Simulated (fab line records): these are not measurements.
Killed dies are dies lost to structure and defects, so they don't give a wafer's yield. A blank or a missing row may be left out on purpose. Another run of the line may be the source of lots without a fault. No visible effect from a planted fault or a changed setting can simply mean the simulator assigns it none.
fab line records | flow n5_finfet | part 1 of 2: steps 1 to 22 of 34
[record] lots = 5 | wafers = 15 | last_day = 17
route steps=1938 shown BEOL_M12@1639 BEOL_M13@1659
lots that met no fault: from a run of the same line without faults
start_h: start of the lot's first displayed wafer, in hours after the record's first day | wait_h: hours since the lot's step before | " as in the row above | L1.1+2: several wafers, shown together as one row | - value missing, or start not given | * or withheld: withheld | < > ~ a bound
route shown NAME@n: a module of which the file shows steps, and the number in the route of the first | usual: mean/standard deviation taken from wafers without a fault | same: alike in all rows | chamber/n: place in a boat | sites: the reading at each site | _std_site: the standard deviation of these | _edge_site: inner sites' mean taken away from outer sites' mean | radius_mm: for every site, how far away it sits from the centre of the wafer | mask NAME#n: copy n | behind: the tool/chamber that last shaped the wafer | hold: the reason the lot was held/the length of the hold in hours/how it ended | device: the n, p or np transistor that did not switch | end of line: the same wafers' tests at the end of the route | a step given without rows: its recipe and nothing more | killed: at the first sort, the dies lost to defects and structure; wafer yield is something else | map: dies across one wafer; x = killed, . = not, _ = none there
set.NAME: setting as actually run; set.NAME@STEP: the setting as run at that earlier step | model.NAME: the simulator's own value behind a step, which no gauge read
a table for each step, a row for each wafer; lots at some steps of the route
services: when a tool's chamber went out of use (start_h, in hours from the record's first day, below 0 if earlier), for how many hours, and the reason
[[steps]]
[step N5_BEOL_M12_TRENCH_ETCH_34]
[recipe] chemistry = C4F8/O2/Ar | target = SiOC | target_depth_a = 3189.5 | mask_material = SOC | pressure_mtorr = 30 | source_w = 3000 | bias_w = 700 | Ar_flow_sccm = 400 | C4F8_flow_sccm = 15 | O2_flow_sccm = 8 | he_inner_torr = 15 | he_outer_torr = 30 | time_s = 125.5 | ion_energy_ev = 250
[usual] C4F8_flow_sccm = 15.00/0.041 | drypump_motor_current_A = 6.0/0.4 | oes_product_au = 0.82/0.081 | rf_fwd_power_W = 2989/9.7 | rf_vpp_V = 664.9/2.7 | showerhead_plenum_p_Torr = 3.40/0.092 | throttle_valve_pct = 24.20/0.21
lot.wafer | tool        | chamber | start_h | wait_h | C4F8_flow_sccm | drypump_motor_current_A | oes_product_au | rf_fwd_power_W | rf_hours_counter_h | rf_vpp_V | showerhead_plenum_p_Torr | throttle_valve_pct
L077.1    | rie_diel-04 | 1       | 250.37  | 0.0    | 14.94          | 6.0                     | 0.68           | 2997           | 218                | 665.4    | 3.38                     | 24.18
L077.4    | "           | 3       | "       | "      | 15.01          | 6.4                     | 0.91           | 2999           | 16                 | 671.5    | 3.62                     | 24.30
L077.6    | "           | 3       | "       | "      | 15.03          | 6.4                     | 0.91           | 2992           | -                  | 669.9    | 3.62                     | 24.30
L079.3    | rie_diel-05 | 1       | 277.76  | 0.0    | 15.03          | 6.2                     | 0.87           | 2995           | 27                 | 664.3    | 3.35                     | 24.27
L079.4    | "           | 3       | "       | "      | 15.01          | 6.2                     | 0.68           | 2993           | 243                | 667.1    | 3.50                     | 24.64
L079.6    | "           | 1       | "       | "      | 15.01          | 6.2                     | 0.86           | 2983           | -                  | 663.4    | 3.35                     | 24.28
L083.1    | rie_diel-03 | 0       | 282.94  | 0.0    | 14.97          | 5.7                     | 0.80           | 2994           | 109                | 665.6    | 3.43                     | 24.48
L083.3    | "           | 1       | "       | "      | 14.96          | 6.5                     | 0.85           | 2997           | 51                 | 663.6    | 3.33                     | 24.42
L083.6    | "           | 3       | "       | "      | 15.04          | 6.4                     | 0.77           | 2978           | -                  | 664.1    | 3.42                     | 24.12
L088.2    | rie_diel-05 | 3       | 318.42  | 0.0    | 15.05          | 6.2                     | 1.00           | 2989           | 2                  | 668.3    | 3.50                     | 24.32
L088.4    | "           | 3       | "       | "      | 15.04          | 6.2                     | 0.99           | 2997           | -                  | 667.6    | 3.50                     | 24.33
L088.6    | "           | 1       | "       | "      | 14.98          | 6.2                     | 0.85           | 2980           | -                  | 663.6    | 3.34                     | 24.31
L095.2    | rie_diel-05 | 0       | 368.73  | 0.0    | 15.03          | 6.0                     | 0.77           | 2975           | 134                | 662.9    | 3.30                     | 24.05
L095.4    | "           | 2       | "       | "      | 14.97          | 6.3                     | 0.73           | 2999           | 149                | 660.8    | 3.29                     | 24.04
L095.6    | "           | 2       | "       | "      | 15.03          | 6.3                     | 0.74           | 3000           | -                  | 662.6    | 3.29                     | 24.04
[step N5_BEOL_M12_STRIP_70]
[recipe] chemistry = C4F8/O2/Ar | resist = SiARC | rf_frequency_hz = 6e+07
lot.wafer  | tool        | chamber | start_h | wait_h
L077.1+4+6 | rie_diel-04 | 1,3,3   | 250.49  | 0.1
L079.3+4+6 | rie_diel-05 | 1,3,1   | 277.87  | 0.1
L083.1+3+6 | rie_diel-03 | 0,1,3   | 283.05  | 0.1
L088.2+4+6 | rie_diel-05 | 3,3,1   | 318.54  | 0.1
L095.2+4+6 | rie_diel-05 | 0,2,2   | 368.85  | 0.1
[step N5_BEOL_M12_OCD_MEAS_35]
[usual] trench_depth_nm = 320/3
lot.wafer | tool   | chamber | start_h | wait_h | trench_depth_nm
L077.1    | ocd-01 | -       | 250.53  | 0.0    | 317
L077.4    | "      | -       | "       | "      | 322
L077.6    | "      | -       | "       | "      | 319
L079.3    | ocd-01 | -       | 277.92  | 0.0    | 319
L079.4    | "      | -       | "       | "      | 311
L079.6    | "      | -       | "       | "      | 321
L083.1    | ocd-02 | -       | 283.09  | 0.0    | 320
L083.3    | "      | -       | "       | "      | 321
L083.6    | "      | -       | "       | "      | 321
L088.2    | ocd-01 | -       | 318.58  | 0.0    | 323
L088.4    | "      | -       | "       | "      | 323
L088.6    | "      | -       | "       | "      | 324
L095.2    | ocd-01 | -       | 368.89  | 0.0    | 317
L095.4    | "      | -       | "       | "      | 316
L095.6    | "      | -       | "       | "      | 316
[step N5_BEOL_M12_STRIP_37]
[recipe] chemistry = N2/H2 | power_w = 1000 | temp_c = 250 | h2_frac = 0.65 | overash_fraction = 0.3 | pressure_mtorr = withheld | n2_flow_sccm = 1750 | h2_flow_sccm = 3250
[usual] drypump_motor_current_A = 5.57/0.18 | heater_power_w = 347/27 | oes_product_au = 0.790/0.0092
lot.wafer | tool            | chamber | start_h | wait_h | drypump_motor_current_A | heater_power_w | oes_product_au | rf_hours_counter_h
L077.1    | plasma_asher-01 | 0       | 250.57  | 0.0    | 5.41                    | 326            | 0.791          | 125
L077.4    | "               | 0       | "       | "      | 5.36                    | 317            | 0.793          | -
L077.6    | "               | 1       | "       | "      | 5.76                    | 392            | 0.779          | -
L079.3    | plasma_asher-02 | 0       | 277.97  | 0.1    | 5.38                    | 337            | 0.776          | -
L079.4    | "               | 1       | "       | "      | 5.75                    | 338            | 0.791          | -
L079.6    | "               | 1       | "       | "      | 5.75                    | 335            | 0.795          | -
L083.1    | plasma_asher-01 | 1       | 283.13  | 0.0    | 5.79                    | 395            | 0.790          | 133
L083.3    | "               | 1       | "       | "      | 5.78                    | 389            | 0.790          | -
L083.6    | "               | 1       | "       | "      | 5.76                    | 383            | 0.792          | -
L088.2    | plasma_asher-01 | 0       | 318.62  | 0.0    | 5.36                    | 310            | 0.786          | 138
L088.4    | "               | 0       | "       | "      | 5.35                    | 326            | 0.779          | -
L088.6    | "               | 0       | "       | "      | 5.38                    | 317            | 0.792          | -
L095.2    | plasma_asher-02 | 1       | 368.93  | 0.0    | 5.74                    | 332            | 0.791          | 98
L095.4    | "               | 0       | "       | "      | 5.37                    | 338            | 0.789          | -
L095.6    | "               | 0       | "       | "      | 5.35                    | 335            | 0.772          | -
[step N5_BEOL_M12_ETCH_38]
[recipe] chemistry = CF4/N2 | target = SiCN | target_depth_a = 687 | taper_deg = 2 | time_s = 73.4 | ion_energy_ev = 150 | mask_material = SiO2 | pressure_mtorr = 40 | source_w = 430 | bias_w = 70 | Ar_flow_sccm = 100 | cf4_flow_sccm = 60 | n2_flow_sccm = 60
[usual] drypump_motor_current_A = 6.0/0.39 | oes_product_au = 0.82/0.079 | rf_fwd_power_W = 428.5/1.5 | rf_vpp_V = 381.9/1.5 | showerhead_plenum_p_Torr = 2.20/0.055 | throttle_valve_pct = 15.45/0.21
lot.wafer | tool        | chamber | start_h | wait_h | drypump_motor_current_A | oes_product_au | rf_fwd_power_W | rf_hours_counter_h | rf_vpp_V | showerhead_plenum_p_Torr | throttle_valve_pct
L077.1    | rie_diel-03 | 3       | 250.70  | -      | 6.3                     | 0.78           | 428.1          | 135                | 382.8    | 2.21                     | 15.39
L077.4    | "           | 3       | "       | "      | 6.3                     | 0.77           | 425.6          | -                  | 380.9    | 2.21                     | 15.36
L077.6    | "           | 1       | "       | "      | 6.5                     | 0.88           | 429.3          | -                  | 379.8    | 2.16                     | 15.57
L079.3    | rie_diel-04 | 2       | 279.19  | -      | 5.3                     | 0.89           | 430.4          | 41                 | 381.7    | 2.16                     | 15.09
L079.4    | "           | 3       | "       | "      | 6.3                     | 0.89           | 428.2          | 27                 | 385.0    | 2.34                     | 15.47
L079.6    | "           | 1       | "       | "      | 6.0                     | 0.67           | 429.5          | -                  | 382.4    | 2.18                     | 15.58
L083.1    | rie_diel-03 | 0       | 284.93  | -      | 5.8                     | 0.80           | 431.8          | 110                | 383.4    | 2.22                     | 15.68
L083.3    | "           | 1       | "       | "      | 6.5                     | 0.85           | 428.5          | 52                 | 380.8    | 2.15                     | 15.60
L083.6    | "           | 1       | "       | "      | 6.5                     | 0.85           | 428.2          | -                  | 380.3    | 2.15                     | 15.59
L088.2    | rie_diel-03 | 3       | 319.54  | -      | 6.3                     | 0.76           | 428.9          | 163                | 382.6    | 2.20                     | 15.42
L088.4    | "           | 1       | "       | "      | 6.5                     | 0.83           | 429.1          | 67                 | 380.6    | 2.15                     | 15.64
L088.6    | "           | 1       | "       | "      | 6.5                     | 0.83           | 428.9          | -                  | 380.6    | 2.15                     | 15.62
L095.2    | rie_diel-03 | 0       | 369.16  | -      | 5.7                     | 0.78           | 429.1          | 143                | 381.9    | 2.21                     | 15.75
L095.4    | "           | 0       | "       | "      | 5.7                     | 0.77           | 429.1          | -                  | 384.2    | 2.21                     | 15.75
L095.6    | "           | 3       | "       | "      | 6.4                     | 0.74           | 425.3          | -                  | 380.9    | 2.20                     | 15.45
[step N5_BEOL_M12_PRECLEAN_39]
[recipe] chemistry = residue_remover | time_s = 60 | temp_c = 40
lot.wafer  | tool         | chamber | start_h | wait_h
L077.1+4+6 | wet_bench-03 | 5,2,3   | 250.83  | 0.1
L079.3+4+6 | wet_bench-03 | 5,3,7   | 279.31  | 0.1
L083.1+3+6 | wet_bench-03 | 0,2,1   | 285.06  | 0.1
L088.2+4+6 | wet_bench-02 | 6,1,0   | 319.67  | 0.1
L095.2+4+6 | wet_bench-03 | 1,6,7   | 369.29  | 0.1
[step N5_BEOL_M12_SRD_40]
[recipe] time_s = 30 | temp_c = 23 | rinse_liquid = diw | dry = n2_spin | spin_rpm = 1500 | dry_time_s = 30
[usual] spin_rpm = 1499.9/0.76
lot.wafer | tool         | chamber | start_h | wait_h | spin_rpm
L077.1    | wet_bench-03 | 5       | 250.85  | 0.0    | 1498.6
L077.4    | "            | 2       | "       | "      | 1499.3
L077.6    | "            | 3       | "       | "      | 1500.1
L079.3    | wet_bench-03 | 5       | 279.33  | 0.0    | 1499.4
L079.4    | "            | 3       | "       | "      | 1499.7
L079.6    | "            | 7       | "       | "      | 1500.5
L083.1    | wet_bench-03 | 0       | 285.08  | 0.0    | 1499.5
L083.3    | "            | 2       | "       | "      | 1498.7
L083.6    | "            | 1       | "       | "      | 1499.7
L088.2    | wet_bench-02 | 6       | 319.69  | 0.0    | 1499.2
L088.4    | "            | 1       | "       | "      | 1500.3
L088.6    | "            | 0       | "       | "      | 1500.0
L095.2    | wet_bench-03 | 1       | 369.31  | 0.0    | 1500.9
L095.4    | "            | 6       | "       | "      | 1499.7
L095.6    | "            | 7       | "       | "      | 1500.1
[step N5_BEOL_M12_DEGAS_41]
[recipe] ambient = vacuum | temp_c = 250 | time_s = 60
[usual] heater_power_w = 332/31
lot.wafer | tool           | chamber | start_h | wait_h | heater_power_w
L077.1    | pvd_sputter-01 | -       | 251.28  | 0.4    | 329
L077.4    | "              | -       | "       | "      | 319
L077.6    | "              | -       | "       | "      | 351
L079.3    | pvd_sputter-02 | -       | 279.63  | 0.3    | 339
L079.4    | "              | -       | "       | "      | 296
L079.6    | "              | -       | "       | "      | 328
L083.1    | pvd_sputter-01 | -       | 285.66  | 0.6    | 342
L083.3    | "              | -       | "       | "      | 325
L083.6    | "              | -       | "       | "      | 298
L088.2    | pvd_sputter-01 | -       | 320.16  | 0.5    | 316
L088.4    | "              | -       | "       | "      | 297
L088.6    | "              | -       | "       | "      | 341
L095.2    | pvd_sputter-01 | -       | 369.66  | 0.3    | 292
L095.4    | "              | -       | "       | "      | 320
L095.6    | "              | -       | "       | "      | 296
[step N5_BEOL_M12_PRE_CLEAN_42]
[recipe] gas = H2/He | time_s = 30 | temp_c = 250
[usual] heater_power_w = 331/31
lot.wafer | tool           | chamber | start_h | wait_h | heater_power_w
L077.1    | pvd_sputter-01 | -       | 251.32  | 0.0    | 332
L077.4    | "              | -       | "       | "      | 322
L077.6    | "              | -       | "       | "      | 354
L079.3    | pvd_sputter-02 | -       | 279.67  | 0.0    | 334
L079.4    | "              | -       | "       | "      | 299
L079.6    | "              | -       | "       | "      | 332
L083.1    | pvd_sputter-01 | -       | 285.70  | 0.0    | 351
L083.3    | "              | -       | "       | "      | 324
L083.6    | "              | -       | "       | "      | 294
L088.2    | pvd_sputter-01 | -       | 320.20  | 0.0    | 321
L088.4    | "              | -       | "       | "      | 294
L088.6    | "              | -       | "       | "      | 346
L095.2    | pvd_sputter-01 | -       | 369.70  | 0.0    | 290
L095.4    | "              | -       | "       | "      | 329
L095.6    | "              | -       | "       | "      | 293
[step N5_BEOL_M12_SPUTTER_43]
[recipe] material = TaN | target_thk_a = 150 | temp_c = 50 | bias_v = 168.6 | power_w = 15000 | chamber_pressure_pa = 0.12 | time_s = 24.19
[usual] throttle_valve_pct = 29.5/1.1
lot.wafer | tool           | chamber | start_h | wait_h | throttle_valve_pct
L077.1    | pvd_sputter-01 | -       | 251.36  | 0.0    | 29.4
L077.4    | "              | -       | "       | "      | 27.7
L077.6    | "              | -       | "       | "      | 29.9
L079.3    | pvd_sputter-02 | -       | 279.71  | 0.0    | 31.0
L079.4    | "              | -       | "       | "      | 29.9
L079.6    | "              | -       | "       | "      | 31.0
L083.1    | pvd_sputter-01 | -       | 285.74  | 0.0    | 29.8
L083.3    | "              | -       | "       | "      | 27.6
L083.6    | "              | -       | "       | "      | 30.7
L088.2    | pvd_sputter-01 | -       | 320.24  | 0.0    | 27.6
L088.4    | "              | -       | "       | "      | 30.8
L088.6    | "              | -       | "       | "      | 29.7
L095.2    | pvd_sputter-01 | -       | 369.74  | 0.0    | 31.0
L095.4    | "              | -       | "       | "      | 27.6
L095.6    | "              | -       | "       | "      | 30.9
[step N5_BEOL_M12_SPUTTER_44]
[recipe] material = Ta | target_thk_a = 100 | temp_c = 50 | bias_v = 80 | power_w = 15000 | chamber_pressure_pa = 0.07 | time_s = 16.13
[usual] throttle_valve_pct = 29.5/1.2
lot.wafer | tool           | chamber | start_h | wait_h | throttle_valve_pct
L077.1    | pvd_sputter-01 | -       | 251.44  | 0.0    | 29.5
L077.4    | "              | -       | "       | "      | 27.8
L077.6    | "              | -       | "       | "      | 30.0
L079.3    | pvd_sputter-02 | -       | 279.79  | 0.0    | 30.9
L079.4    | "              | -       | "       | "      | 29.7
L079.6    | "              | -       | "       | "      | 31.1
L083.1    | pvd_sputter-01 | -       | 285.82  | 0.0    | 29.6
L083.3    | "              | -       | "       | "      | 27.8
L083.6    | "              | -       | "       | "      | 31.1
L088.2    | pvd_sputter-01 | -       | 320.32  | 0.0    | 28.0
L088.4    | "              | -       | "       | "      | 31.1
L088.6    | "              | -       | "       | "      | 29.8
L095.2    | pvd_sputter-01 | -       | 369.82  | 0.0    | 31.1
L095.4    | "              | -       | "       | "      | 27.6
L095.6    | "              | -       | "       | "      | 31.0
[step N5_BEOL_M12_SPUTTER_45]
[recipe] material = Cu | target_thk_a = 800 | temp_c = -20 | bias_v = 60 | power_w = 26000 | chamber_pressure_pa = 0.13 | time_s = 13.33
[usual] throttle_valve_pct = 29.5/1.2
lot.wafer | tool           | chamber | start_h | wait_h | throttle_valve_pct
L077.1    | pvd_sputter-01 | -       | 251.52  | 0.0    | 29.3
L077.4    | "              | -       | "       | "      | 27.7
L077.6    | "              | -       | "       | "      | 30.0
L079.3    | pvd_sputter-02 | -       | 279.87  | 0.0    | 31.1
L079.4    | "              | -       | "       | "      | 29.7
L079.6    | "              | -       | "       | "      | 30.8
L083.1    | pvd_sputter-01 | -       | 285.90  | 0.0    | 29.5
L083.3    | "              | -       | "       | "      | 27.5
L083.6    | "              | -       | "       | "      | 31.0
L088.2    | pvd_sputter-01 | -       | 320.40  | 0.0    | 27.5
L088.4    | "              | -       | "       | "      | 30.8
L088.6    | "              | -       | "       | "      | 29.8
L095.2    | pvd_sputter-01 | -       | 369.90  | 0.0    | 30.8
L095.4    | "              | -       | "       | "      | 27.5
L095.6    | "              | -       | "       | "      | 30.9
[step N5_BEOL_M12_ECD_47]
[recipe] material = Cu | target_thk_a = 7200
lot.wafer  | tool      | chamber | start_h | wait_h
L077.1+4+6 | ecd_cu-01 | 0       | 251.63  | 0.1
L079.3+4+6 | ecd_cu-01 | 0,1,0   | 280.03  | 0.1
L083.1+3+6 | ecd_cu-01 | 1,1,0   | 286.01  | 0.1
L088.2+4+6 | ecd_cu-02 | 1,0,1   | 320.52  | 0.1
L095.2+4+6 | ecd_cu-02 | 1       | 370.01  | 0.1
[step N5_BEOL_M12_ANNEAL_48]
[recipe] temp_c = 225 | time_s = 90 | ambient = N2
[usual] wafer_temp_C_max = 225.81/0.26
lot.wafer | tool          | chamber | start_h | wait_h | wafer_temp_C_max
L077.1    | rtp_anneal-02 | 0       | 251.79  | 0.1    | 226.00
L077.4    | "             | 0       | "       | "      | 225.94
L077.6    | "             | 0       | "       | "      | 225.88
L079.3    | rtp_anneal-02 | 0       | 280.31  | 0.2    | 225.90
L079.4    | "             | 0       | "       | "      | 226.17
L079.6    | "             | 0       | "       | "      | 226.36
L083.1    | rtp_anneal-02 | 0       | 286.42  | 0.4    | 225.81
L083.3    | "             | 0       | "       | "      | 225.79
L083.6    | "             | 0       | "       | "      | 226.28
L088.2    | rtp_anneal-01 | 0       | 320.79  | 0.2    | 225.55
L088.4    | "             | 0       | "       | "      | 226.13
L088.6    | "             | 0       | "       | "      | 225.98
L095.2    | rtp_anneal-01 | 0       | 370.20  | 0.1    | 225.75
L095.4    | "             | 0       | "       | "      | 225.87
L095.6    | "             | 0       | "       | "      | 225.73
[step N5_BEOL_M12_CMP_49]
[recipe] stop_on = SiOC | t_overpolish_s = 20.6 | down_force_psi = 1 | platen_rpm = 50 | clearing_platen_down_force_psi = 1.5 | clearing_platen_rpm = 50 | post_cmp_clean = cu_alkaline | target_thk_nm = 320 | clearing_platen_pad_velocity_m_s = 0.99484 | pad_velocity_m_s = 0.99484
[usual] barrier_field_endpoint_s = 30.3/0.61 | head_pressure_psi = 1.0001/0.0025 | motor_current_A = 6.2/0.57 | overpolish_run_s = 20.600/0.0096
lot.wafer | tool   | chamber | start_h | wait_h | barrier_field_endpoint_s | head_pressure_psi | motor_current_A | overpolish_run_s
L077.1    | cmp-03 | 3       | 252.09  | 0.3    | 30.4                     | 1.0018            | 6.3             | 20.600
L077.4    | "      | 2       | "       | "      | 29.9                     | 0.9995            | 5.8             | 20.594
L077.6    | "      | 0       | "       | "      | 29.9                     | 1.0020            | 6.5             | 20.603
L079.3    | cmp-02 | 0       | 280.75  | 0.3    | 30.8                     | 0.9980            | 6.1             | 20.608
L079.4    | "      | 1       | "       | "      | 32.4                     | 1.0013            | 6.3             | 20.601
L079.6    | "      | 3       | "       | "      | 31.1                     | 1.0001            | 6.2             | 20.594
L083.1    | cmp-02 | 2       | 286.73  | 0.3    | 30.2                     | 0.9990            | 7.4             | 20.618
L083.3    | "      | 0       | "       | "      | 29.9                     | 0.9997            | 6.2             | 20.590
L083.6    | "      | 2       | "       | "      | 30.6                     | 0.9978            | 7.4             | 20.586
L088.4    | cmp-03 | 3       | 321.09  | 0.2    | 30.6                     | 1.0007            | 6.0             | 20.605
L088.2    | "      | 1       | "       | "      | 29.3                     | 1.0026            | 6.5             | 20.594
L088.6    | "      | 3       | "       | "      | 30.1                     | 0.9965            | 6.5             | 20.590
L095.2    | cmp-02 | 1       | 370.45  | 0.2    | 29.8                     | 1.0025            | 6.6             | 20.600
L095.4    | "      | 0       | "       | "      | 28.9                     | 1.0006            | 6.1             | 20.597
L095.6    | "      | 1       | "       | "      | 29.3                     | 1.0004            | 6.4             | 20.611
[step N5_BEOL_M12_THK_MEAS_50]
[recipe] thk_meas_gauge = xrf | reads = Cu_of_BEOL_M12_ECD_47
[usual] M12_THK = 321/4
lot.wafer | tool          | chamber | start_h | wait_h | M12_THK[nm]
L077.1    | film_metro-02 | -       | 252.38  | -      | 320
L077.4    | "             | -       | "       | "      | 326
L077.6    | "             | -       | "       | "      | 322
L079.3    | film_metro-02 | -       | 281.01  | -      | 322
L079.4    | "             | -       | "       | "      | 314
L079.6    | "             | -       | "       | "      | 324
L083.1    | film_metro-02 | -       | 287.02  | -      | 319
L083.3    | "             | -       | "       | "      | 320
L083.6    | "             | -       | "       | "      | 322
L088.2    | film_metro-01 | -       | 321.35  | -      | 322
L088.4    | "             | -       | "       | "      | 324
L088.6    | "             | -       | "       | "      | 325
L095.2    | film_metro-01 | -       | 370.75  | -      | 313
L095.4    | "             | -       | "       | "      | 308
L095.6    | "             | -       | "       | "      | 310
[step N5_BEOL_M12_PRE_CLEAN_52]
[recipe] gas = NH3 | time_s = 15 | temp_c = withheld | rf_power_w = 300
[usual] rf_fwd_power_W = 295.2/1.9
lot.wafer | tool     | chamber | start_h | wait_h | rf_fwd_power_W
L077.1    | pecvd-03 | 2       | 252.42  | 0.0    | 293.0
L077.4    | "        | 0       | "       | "      | 293.2
L077.6    | "        | 2       | "       | "      | 292.8
L079.3    | pecvd-03 | 1       | 281.04  | 0.0    | 292.2
L079.4    | "        | 2       | "       | "      | 293.0
L079.6    | "        | 1       | "       | "      | 292.0
L083.1    | pecvd-03 | 1       | 287.06  | 0.0    | 293.2
L083.3    | "        | 2       | "       | "      | 293.6
L083.6    | "        | 0       | "       | "      | 295.0
L088.2    | pecvd-03 | 1       | 321.38  | 0.0    | 292.4
L088.4    | "        | 0       | "       | "      | 297.7
L088.6    | "        | 2       | "       | "      | 292.5
L095.2    | pecvd-02 | 2       | 370.79  | 0.0    | 295.9
L095.4    | "        | 1       | "       | "      | 296.4
L095.6    | "        | 0       | "       | "      | 298.3
[step N5_BEOL_M12_DEP_53]
[recipe] material = SiCN | target_thk_a = 300 | temp_c = withheld | precursor = 3MS/NH3 | pressure_torr = 3 | rf_w = 675 | time_s = 10.5
[usual] rf_fwd_power_W = 666/4.7 | showerhead_plenum_p_Torr = 4.160/0.03 | throttle_valve_pct = 17.8/1.4
lot.wafer | tool     | chamber | start_h | wait_h | rf_fwd_power_W | showerhead_plenum_p_Torr | throttle_valve_pct
L077.1    | pecvd-03 | 2       | 252.45  | 0.0    | 662            | 4.144                    | 16.1
L077.4    | "        | 0       | "       | "      | 670            | 4.205                    | 19.4
L077.6    | "        | 2       | "       | "      | 660            | 4.130                    | 16.0
L079.3    | pecvd-03 | 1       | 281.07  | 0.0    | 659            | 4.177                    | 16.0
L079.4    | "        | 2       | "       | "      | 659            | 4.134                    | 16.1
L079.6    | "        | 1       | "       | "      | 659            | 4.183                    | 16.2
L083.1    | pecvd-03 | 1       | 287.08  | 0.0    | 660            | 4.183                    | 16.2
L083.3    | "        | 2       | "       | "      | 660            | 4.126                    | 16.1
L083.6    | "        | 0       | "       | "      | 667            | 4.200                    | 19.6
L088.2    | pecvd-03 | 1       | 321.41  | 0.0    | 657            | 4.181                    | 16.1
L088.4    | "        | 0       | "       | "      | 668            | 4.198                    | 19.9
L088.6    | "        | 2       | "       | "      | 659            | 4.143                    | 16.0
L095.2    | pecvd-02 | 2       | 370.81  | 0.0    | 670            | 4.122                    | 17.6
L095.4    | "        | 1       | "       | "      | 662            | 4.133                    | 17.4
L095.6    | "        | 0       | "       | "      | 669            | 4.182                    | 19.9
[step N5_BEOL_M12_RS_MEAS_54]
[recipe] thk_meas_gauge = four-point-probe | reads = Cu_of_BEOL_M12_ECD_47+Ta_of_BEOL_M12_SPUTTER_44+TaN_of_BEOL_M12_SPUTTER_43
[usual] M12_RS = 0.0598/0.00065
lot.wafer | tool          | chamber | start_h | wait_h | M12_RS[ohm/sq]
L077.1    | film_metro-01 | -       | 252.51  | 0.0    | 0.0603
L077.4    | "             | -       | "       | "      | 0.0595
L077.6    | "             | -       | "       | "      | 0.0600
L079.3    | film_metro-02 | -       | 281.13  | 0.0    | 0.0599
L079.4    | "             | -       | "       | "      | 0.0618
L079.6    | "             | -       | "       | "      | 0.0594
L083.1    | film_metro-02 | -       | 287.15  | 0.0    | 0.0598
L083.3    | "             | -       | "       | "      | 0.0595
L083.6    | "             | -       | "       | "      | 0.0597
L088.2    | film_metro-01 | -       | 321.47  | 0.0    | 0.0591
L088.4    | "             | -       | "       | "      | 0.0590
L088.6    | "             | -       | "       | "      | 0.0589
L095.2    | film_metro-01 | -       | 370.87  | 0.0    | 0.0605
L095.4    | "             | -       | "       | "      | 0.0610
L095.6    | "             | -       | "       | "      | 0.0605
[step N5_BEOL_M12_INSPECT_55]
[recipe] inspect_instrument = darkfield | mode = post_dep
[usual] raw_defect_count = 66/24
lot.wafer | tool              | chamber | start_h | wait_h | raw_defect_count
L077.1    | defect_inspect-01 | -       | 252.54  | 0.0    | 59
L077.4    | "                 | -       | "       | "      | 66
L077.6    | "                 | -       | "       | "      | 38
L079.3    | defect_inspect-01 | -       | 281.16  | 0.0    | 68
L079.4    | "                 | -       | "       | "      | 68
L079.6    | "                 | -       | "       | "      | 98
L083.1    | defect_inspect-01 | -       | 287.17  | 0.0    | 113
L083.3    | "                 | -       | "       | "      | 77
L083.6    | "                 | -       | "       | "      | 61
L088.2    | defect_inspect-02 | -       | 321.50  | 0.0    | 94
L088.4    | "                 | -       | "       | "      | 65
L088.6    | "                 | -       | "       | "      | 116
L095.2    | defect_inspect-01 | -       | 370.90  | 0.0    | 77
L095.4    | "                 | -       | "       | "      | 44
L095.6    | "                 | -       | "       | "      | 65
[step N5_BEOL_M13_ILD_DEP_00]
[recipe] material = SiOC | target_thk_a = 8379.2 | temp_c = 350 | precursor = DEMS/O2 | pressure_torr = 5 | rf_w = 500 | time_s = 166.4
[usual] heater_power_w = 504/77 | rf_fwd_power_W = 498.4/1.5 | showerhead_plenum_p_Torr = 5.693/0.015 | throttle_valve_pct = 12.0/0.71
lot.wafer | tool     | chamber | start_h | wait_h | heater_power_w | rf_fwd_power_W | showerhead_plenum_p_Torr | throttle_valve_pct
L077.1    | pecvd-04 | 1       | 252.57  | 0.0    | 448            | 500.8          | 5.705                    | 12.5
L077.4    | "        | 1       | "       | "      | 470            | 498.2          | 5.680                    | 12.5
L077.6    | "        | 2       | "       | "      | 507            | 497.7          | 5.677                    | 11.2
L079.3    | pecvd-04 | 1       | 281.20  | 0.0    | 499            | 498.6          | 5.699                    | 12.4
L079.4    | "        | 0       | "       | "      | 501            | 495.1          | 5.706                    | 12.1
L079.6    | "        | 2       | "       | "      | 412            | 498.1          | 5.659                    | 10.9
L083.1    | pecvd-01 | 2       | 287.21  | 0.0    | 563            | 500.8          | 5.678                    | 12.3
L083.3    | "        | 1       | "       | "      | 635            | 495.1          | 5.693                    | 12.5
L083.6    | "        | 2       | "       | "      | 558            | 499.3          | 5.665                    | 12.0
L088.2    | pecvd-04 | 1       | 321.54  | 0.0    | 411            | 496.0          | 5.698                    | 12.1
L088.4    | "        | 0       | "       | "      | 476            | 498.6          | 5.716                    | 11.9
L088.6    | "        | 2       | "       | "      | 509            | 496.7          | 5.678                    | 11.3
L095.2    | pecvd-03 | 2       | 370.94  | 0.0    | 443            | 496.4          | 5.681                    | 10.7
L095.4    | "        | 1       | "       | "      | 684            | 497.7          | 5.721                    | 10.8
L095.6    | "        | 2       | "       | "      | 488            | 498.3          | 5.695                    | 11.1
[step N5_BEOL_M13_THK_MEAS_01]
[recipe] reads = SiOC_of_BEOL_M13_ILD_DEP_00
[usual] M13_ILD_THK = 840/10
lot.wafer | tool          | chamber | start_h | wait_h | M13_ILD_THK[nm]
L077.1    | film_metro-01 | -       | 252.72  | 0.1    | 830
L077.4    | "             | -       | "       | "      | 834
L077.6    | "             | -       | "       | "      | 847
L079.3    | film_metro-01 | -       | 281.35  | 0.1    | 824
L079.4    | "             | -       | "       | "      | 843
L079.6    | "             | -       | "       | "      | 828
L083.1    | film_metro-02 | -       | 287.36  | 0.1    | 836
L083.3    | "             | -       | "       | "      | 833
L083.6    | "             | -       | "       | "      | 857
L088.2    | film_metro-02 | -       | 321.69  | 0.1    | 829
L088.4    | "             | -       | "       | "      | 851
L088.6    | "             | -       | "       | "      | 839
L095.2    | film_metro-02 | -       | 371.09  | 0.1    | 824
L095.4    | "             | -       | "       | "      | 855
L095.6    | "             | -       | "       | "      | 846
